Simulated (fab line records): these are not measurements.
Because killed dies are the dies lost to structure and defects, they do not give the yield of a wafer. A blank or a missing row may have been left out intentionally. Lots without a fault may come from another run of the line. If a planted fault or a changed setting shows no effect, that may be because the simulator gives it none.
Matching of chambers ; flow n5_finfet ; N5_DUMMY_GATE_ETCH_36 on rie_diel-01 has 4 sister chambers
The step etches SiARC in CF4, target depth 13 nm. 4 wafers are shown with their chamber, then 9 later ones without.

WAFERS, EACH WITH ITS CHAMBER
wafer;chamber;showerhead_plenum_p_Torr (Torr)
L084.3;3;2.16
L084.5;2;2.09
L086.5;0;2.20
L086.6;1;2.11

WAFERS WITH NO CHAMBER GIVEN
wafer;showerhead_plenum_p_Torr (Torr)
L087.3;2.16
L087.4;2.16
L087.5;2.11
L096.1;2.10
L096.2;2.09
L096.3;2.15
L096.4;2.15
L096.5;2.09
L096.6;2.10

EACH ONE'S CHAMBER
wafer;from the rows above;in truth
L087.3;3;3
L087.4;3;3
L087.5;1;1
L096.1;can't be placed: 1 or 2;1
L096.2;2;2
L096.3;3;3
L096.4;3;3
L096.5;2;2
L096.6;can't be placed: 1 or 2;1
Placed correctly: 7 of 9. These rows do not allow placing 2 (true chamber among the candidates in 2). Number placed wrongly: 0.
How it was worked out, from the rows above alone: a wafer's distance from a chamber is the root of the sum, over the readings, of the square of ((its reading less the chamber's mean) divided by the reading's scatter). If the next closest chamber is less than 2 further off than the closest, the wafer can't be placed; otherwise it belongs to the closest. Each chamber's mean is taken over the wafers shown for it. The scatter (one wafer shown for each chamber): square how far every hidden wafer sits from the nearest shown wafer, average those squares and take the square root.
